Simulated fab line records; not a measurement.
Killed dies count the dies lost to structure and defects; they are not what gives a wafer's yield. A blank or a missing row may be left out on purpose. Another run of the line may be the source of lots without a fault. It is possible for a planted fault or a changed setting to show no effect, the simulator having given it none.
A struck lot beside a sound one	flow nandHarc	14 out of 1302 route steps
Sound: wafers L731.3, L731.5, L731.6. Struck: wafer L734.3 (L734.4, L734.6, from the same lot, were not struck and are left out); the cause is given at the end.
Order at every step that has rows: each side's tool, ch and its chambers, its first start. Under that, the readings that differ: sound wafers	struck wafers	difference of the means	sigmas: that difference in standard deviations of wafers without a fault.
alike: readings whose means differ by less than 2 such deviations, and words and numbers that are the same on both sides. not compared: withheld readings, readings that some wafer has no value for, bounds like >300 that may hide the same value, and numbers for which the record gives no deviation and whose values overlap.
Wherever a step has rows on one side only, a row that says differs or no value, or a row with sigmas, the two part there. Numbers that have no deviation but don't overlap get no sigmas and don't part them. A reading that every wafer of one side lacks parts them only if that side has two wafers or more.

NHARC_P_M2_INSPECT_27:
  struck on defectInspect-02, day 10 02:28; sound on defectInspect-02, day 8 22:47
reading	sound	struck	difference	sigmas
rawDefectCount	290 228 264	524	+263	+2
NHARC_P_M2_PRE_CLEAN_32: time 12 s.
  sound on pecvd-02 ch 0,1,2, day 8 22:52; struck on pecvd-03 ch 1, day 10 02:33
reading	sound	struck	difference	sigmas
heaterPowerW (W)	598 472 530	717	+184	+2
  alike: susceptorTempC
NHARC_P_M2_DEP_33: deposits SiCN, target thk 30 nm.
  sound on pecvd-02 ch 0,1,2, day 8 23:01; struck on pecvd-03 ch 1, day 10 02:40
reading	sound	struck	difference	sigmas
heaterPowerW (W)	546 476 399	719	+245	+3
  alike: chamberPressureTorr, susceptorTempC
NHARC_P_BONDPAD_DEP_00: deposits SiCN, target thk 250 nm.
  sound on pecvd-02 ch 0,1; struck on pecvd-01 ch 1, day 10 03:07
reading	sound	struck	difference	sigmas
chamberPressureTorr (Torr)	3.000 3.004 3.004	2.990	-0.013	-2
heaterPowerW (W)	412 536 419	636	+180	+2
  alike: susceptorTempC
NHARC_P_BONDPAD_CMP_32: polishes SiCN, target thk 200 nm.
  sound on cmp-04 ch 1,2,3, day 8 23:48; struck on cmp-03 ch 2, day 10 03:28
  alike: motorCurrentA, retainingRingPressureFrac
NHARC_P_BONDPAD_THK_MEAS_33: measures by ellipsometry.
  struck on filmMetro-01, day 10 03:41; sound on filmMetro-01, day 8 23:59
  alike: thkNm
then, 5 steps without rows for these wafers: NHARC_P_BONDPAD_SRD_34; NHARC_P_BONDPAD_DEHYDRATE_01 (time 120 s); NHARC_P_BONDPAD_HMDS_02 (time 30 s); NHARC_P_BONDPAD_COAT_36 (time 65 s); NHARC_P_BONDPAD_COAT_03 (resist thk 600 nm).
NHARC_P_BONDPAD_SOFTBAKE_04: time 70 s.
  sound on lithoTrack-02 ch 0, day 9 00:00; struck on lithoTrack-02 ch 0, day 10 03:00
reading	sound	struck	difference	sigmas
heaterPowerTotalW (W)	199.4 202.5 199.7	218.7	+18.2	+14
resistLineTempC (C)	22.88 22.93 22.89	23.13	+0.23	+2
then, 1 step without rows for these wafers: NHARC_P_BONDPAD_EBR_05.
-- the record jumps here: 18 days lie between the struck wafers' starts before and after (it left off in module P_BONDPAD and takes up again in module END, whose first step shown is number 1302 of the route) --
NHARC_END_SORT_01:
  only the struck wafers appear in the record here, on prober-01 ch 0 at day 28 01:17; the sound ones have no rows

== WHERE THEY PART ==
Earliest at NHARC_P_M2_INSPECT_27; latest, in this record, at NHARC_END_SORT_01.

WHY: what the simulator had put in
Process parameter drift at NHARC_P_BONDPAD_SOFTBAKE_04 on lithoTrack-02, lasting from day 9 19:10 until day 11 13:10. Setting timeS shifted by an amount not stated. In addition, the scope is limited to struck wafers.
